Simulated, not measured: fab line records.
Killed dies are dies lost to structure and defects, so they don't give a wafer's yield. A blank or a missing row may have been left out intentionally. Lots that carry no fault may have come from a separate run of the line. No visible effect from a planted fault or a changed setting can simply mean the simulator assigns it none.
Which tool was responsible? -- flow n5 finfet -- 21 lots with 63 wafers sampled at 2 steps, on a route of 1938 steps

## WHAT THE GAUGES READ, wafer by wafer
N5_BEOL_M2_CD_MEAS_18: pitch 36 nm, target cd 18 nm. Usual: 17.96 nm for cd nm, sd 0.28.
lot,measured,on,cd nm (nm),flag
L075,day 6 23:39,cd sem-03,17.42 17.64 17.64,
L076,day 7 00:40,cd sem-02,17.90 17.66 17.98,
L078,day 7 14:06,cd sem-02,18.09 17.92 18.13,
L077,day 7 14:32,cd sem-03,17.83 17.73 17.83,
L079,day 8 01:34,cd sem-02,18.39 18.18 18.13,
L080,day 8 03:31,cd sem-03,18.23 17.98 18.30,
L081,day 8 04:52,cd sem-01,17.88 18.21 18.21,
L082,day 8 16:48,cd sem-03,18.53 17.83 18.49,
L084,day 9 03:16,cd sem-01,17.97 17.94 17.73,
L085,day 9 15:50,cd sem-02,17.97 17.71 17.70,
L086,day 9 16:35,cd sem-03,17.99 17.93 18.23,
L087,day 9 22:10,cd sem-01,18.38 18.15 17.85,
L088,day 9 22:47,cd sem-02,18.29 17.94 18.26,
L089,day 10 11:17,cd sem-03,18.03 17.59 17.88,
L091,day 10 15:14,cd sem-01,18.18 18.10 18.07,
L090,day 10 18:43,cd sem-01,18.17 18.36 17.91,
L092,day 11 08:43,cd sem-01,17.93 17.83 18.13,
L094,day 11 13:45,cd sem-01,17.81 18.37 18.51,
L095,day 11 22:26,cd sem-03,18.24 17.99 17.65,
L096,day 12 03:48,cd sem-03,17.50 18.09 17.49,
L097,day 12 07:19,cd sem-01,18.08 17.76 17.71,

N5_BEOL_M2_CD_MEAS_28: target cd 26.2 nm, target cd y 24.1 nm. Usual: 26.16 nm for cd nm, sd 0.25.
lot,measured,on,cd nm (nm),flag
L075,day 7 00:05,cd sem-02,25.95 26.30 26.05,
L076,day 7 01:07,cd sem-02,25.80 25.96 26.49,
L078,day 7 14:32,cd sem-02,26.08 26.20 25.72,
L077,day 7 14:58,cd sem-01,26.36 26.68 26.26,
L079,day 8 01:53,cd sem-02,26.21 26.19 26.45,
L080,day 8 03:58,cd sem-01,26.08 26.31 26.19,
L081,day 8 05:11,cd sem-01,26.29 25.88 26.13,
L082,day 8 17:14,cd sem-03,26.14 26.24 26.34,
L084,day 9 03:42,cd sem-03,26.10 26.76 25.98,
L085,day 9 16:12,cd sem-02,26.50 26.54 26.57,
L086,day 9 16:55,cd sem-03,26.06 26.25 26.02,
L087,day 9 22:36,cd sem-03,26.33 26.12 26.15,
L088,day 9 23:14,cd sem-01,26.10 26.53 26.26,
L089,day 10 11:37,cd sem-01,25.78 26.35 25.85,
L091,day 10 15:32,cd sem-03,25.93 26.11 25.92,
L090,day 10 19:02,cd sem-01,26.16 26.00 26.11,
L092,day 11 09:02,cd sem-02,25.99 26.25 26.27,
L094,day 11 14:04,cd sem-03,25.89 26.29 26.11,
L095,day 11 22:53,cd sem-02,26.18 26.43 26.31,
L096,day 12 04:07,cd sem-03,26.54 26.06 26.65,
L097,day 12 07:38,cd sem-01,25.89 26.21 25.85,

## WHICH TOOL RAN EACH LOT (tool, then ch and the chambers of the sampled wafers, then the start)
The record holds no process step before these readings.

## WHAT THE TOOLS THEMSELVES READ (means of the sampled wafers that have a number; where no wafer has one, the mark that the record gives instead)
The record holds no such reading with a usual standard deviation.

## THE ANSWER, worked out from the rows above alone
Rule: take the mean of a lot's wafers that have a number; if it is more than 3 standard deviations from the usual mean, the lot is off. A lot without any number at a reading at which 4 lots or more have one is off too. All remaining lots with rows at the step are treated as sound. Order of review: gauges by route order, followed by the tools' own readings, for which a lot's mean as printed above is used. The first step at which some lot is off is used, and at that step the reading that is off furthest; a lot without a number counts as furthest.
Across all readings shown, no lot is off: no conclusion can be drawn from this.

## WHAT THE SIMULATOR HAD PUT IN
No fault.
